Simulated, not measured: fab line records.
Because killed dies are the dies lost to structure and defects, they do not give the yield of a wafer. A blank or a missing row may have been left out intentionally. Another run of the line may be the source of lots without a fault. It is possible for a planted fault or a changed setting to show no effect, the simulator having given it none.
Split-lot study + flow n5Finfet + 39 wafers read from 7 lots, route of 1938 steps

SPLIT DETAILS
At N5_HKMG_FIN_ETCH_35 (etches SOC in N2/H2, target depth 215.8 nm, time 243.4 s), the setting biasW was moved away from the recipe's 5 W on 12 of the 39 wafers read, by -12.5% to +14.4%. For the rest of the wafers, this setting stayed at what the recipe calls for.

Reading taken at the split's own step.

THE READING
rfVppV, in V, at N5_HKMG_FIN_ETCH_35 (etches SOC in N2/H2, target depth 215.8 nm, time 243.4 s). Typical for fault-free wafers on this fab line: 141.3 V, with standard deviation 1 V.

| wafer  | tool, chamber at the split | biasW as run, W | against the recipe | rfVppV, V | against lot-mates on the recipe |
|--------|----------------------------|-----------------|--------------------|-----------|---------------------------------|
| L080.1 | rieDiel-04, 0              | 5               | recipe             | 140.5     | -                               |
| L080.2 | rieDiel-04, 1              | 5               | recipe             | 141.0     | -                               |
| L080.3 | rieDiel-04, 3              | 5               | recipe             | 140.8     | -                               |
| L080.4 | rieDiel-04, 0              | 5               | recipe             | 141.0     | -                               |
| L080.5 | rieDiel-04, 1              | 5               | recipe             | 142.2     | -                               |
| L080.6 | rieDiel-04, 3              | 5               | recipe             | 141.5     | -                               |
| L083.1 | rieDiel-04, 0              | 5.718           | +14.4%             | 153.5     | +12.0                           |
| L083.2 | rieDiel-04, 1              | 5               | recipe             | 141.1     | -                               |
| L083.3 | rieDiel-04, 3              | 5               | recipe             | 141.2     | -                               |
| L083.4 | rieDiel-04, 3              | 5.718           | +14.4%             | 152.7     | +11.2                           |
| L083.5 | rieDiel-04, 1              | 5               | recipe             | 142.2     | -                               |
| L083.6 | rieDiel-04, 0              | 5.718           | +14.4%             | 154.8     | +13.3                           |
| L088.1 | rieDiel-03, 3              | 5.33            | +6.6%              | 150.0     | +8.9                            |
| L088.2 | rieDiel-03, 0              | 5               | recipe             | 140.7     | -                               |
| L088.3 | rieDiel-03, 2              | 5.33            | +6.6%              | 145.3     | +4.2                            |
| L088.4 | rieDiel-03, 1              | 5               | recipe             | 140.8     | -                               |
| L088.5 | rieDiel-03, 1              | 5               | recipe             | 141.7     | -                               |
| L088.6 | rieDiel-03, 2              | 5.33            | +6.6%              | 146.9     | +5.8                            |
| L091.1 | rieDiel-03, 0              | 5               | recipe             | 140.4     | -                               |
| L091.2 | rieDiel-03, 2              | 5               | recipe             | 140.3     | -                               |
| L091.3 | rieDiel-03, 1              | 5               | recipe             | 141.1     | -                               |
| L091.4 | rieDiel-03, 3              | 5               | recipe             | 142.6     | -                               |
| L091.5 | rieDiel-03, 2              | 5               | recipe             | 140.7     | -                               |
| L091.6 | rieDiel-03, 3              | 5               | recipe             | 142.4     | -                               |
| L094.1 | rieDiel-01, 0              | 5               | recipe             | 140.3     | -                               |
| L094.2 | rieDiel-01, 3              | 5.619           | +12.4%             | 151.4     | +10.0                           |
| L094.3 | rieDiel-01, 1              | 5               | recipe             | 141.9     | -                               |
| L094.4 | rieDiel-01, 0              | 5               | recipe             | 141.9     | -                               |
| L094.5 | rieDiel-01, 1              | 5.619           | +12.4%             | 150.0     | +8.6                            |
| L094.6 | rieDiel-01, 3              | 5.619           | +12.4%             | 150.2     | +8.8                            |
| L095.2 | rieDiel-03, 2              | 5               | recipe             | 141.9     | -                               |
| L095.4 | rieDiel-03, 0              | 5               | recipe             | 139.9     | -                               |
| L095.6 | rieDiel-03, 3              | 5               | recipe             | 142.3     | -                               |
| L096.1 | rieDiel-03, 2              | 5               | recipe             | 141.1     | -                               |
| L096.2 | rieDiel-03, 0              | 5               | recipe             | 140.5     | -                               |
| L096.3 | rieDiel-03, 1              | 4.373           | -12.5%             | 129.0     | -11.8                           |
| L096.4 | rieDiel-03, 1              | 4.373           | -12.5%             | 129.9     | -10.9                           |
| L096.5 | rieDiel-03, 0              | 4.373           | -12.5%             | 129.8     | -11.0                           |
| L096.6 | rieDiel-03, 2              | 5               | recipe             | 140.8     | -                               |

THE FIT
A straight line over all 39 wafers: rfVppV changes by +0.863 V for each +1% of biasW; r = +0.98; the points scatter about the line by 1 V.
The same after taking each lot's own level away (the mean of its wafers on the recipe; 39 wafers): +0.844 V for each +1%; r = +0.98; scatter 0.99 V.
Per that fit: largest biasW move, reading shift of 12 V.
Measured against the standard deviation above, the lots' own levels, which go from 140.80 to 141.50 V, span 0.7 times it.
Consequently the slope shifts little with the lot-to-lot level, the two slopes agreeing.
Check: for one of the wafers moved furthest among these (+14.4%), held out of the fit, the line's prediction against its lot-mates is +12 V. Against them it came out at +12 V.
Tool readings at the split's step, against how far the setting was moved: rfVppV r = +0.98.

FURTHER SPLITS ON THESE WAFERS
Note: prior to the reading, these wafers also went through further splits. Each is held against what the fit with the lots' levels taken away leaves over:
| other split on the same wafers | wafers away from the commonest value | r with rfVppV (lot level and that fit taken away) |
|--------------------------------|--------------------------------------|---------------------------------------------------|
| N5_FIN_CUT_EXPOSE_05 doseMj    | 9                                    | -0.20                                             |
| N5_DUMMY_GATE_ETCH_32 timeS    | 18                                   | +0.16                                             |
| N5_HKMG_FIN_EXPOSE_09 doseMj   | 18                                   | -0.05                                             |

THE WHOLE CHAIN: every reading that the file lists as answering this split, in the file's order
| step                | what it does                                             | reading                                                                        | change (the file's fit)              | r (the file's) |
|---------------------|----------------------------------------------------------|--------------------------------------------------------------------------------|--------------------------------------|----------------|
| N5_HKMG_FIN_ETCH_35 | etches SOC in N2/H2, target depth 215.8 nm, time 243.4 s | rfVppV                                                                         | +0.839 V for each +1% of the setting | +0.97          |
| N5_HKMG_FIN_ETCH_35 | etches SOC in N2/H2, target depth 215.8 nm, time 243.4 s | etch.depthNm (the simulator's own value, which no gauge read)                  | +1.35 nm for each +1% of the setting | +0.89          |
| N5_HKMG_FIN_ETCH_35 | etches SOC in N2/H2, target depth 215.8 nm, time 243.4 s | HKMG_FIN.featureDepthNm (the simulator's own value, which no gauge read)       | +1.35 nm for each +1% of the setting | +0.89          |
| N5_HKMG_FIN_ETCH_35 | etches SOC in N2/H2, target depth 215.8 nm, time 243.4 s | SOC_of_HKMG_FIN_COAT_29.thkNm (the simulator's own value, which no gauge read) | -1.37 nm for each +1% of the setting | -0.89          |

FILE'S OWN FIT
rfVppV changes by +0.839 V for each +1% of biasW, r = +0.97.
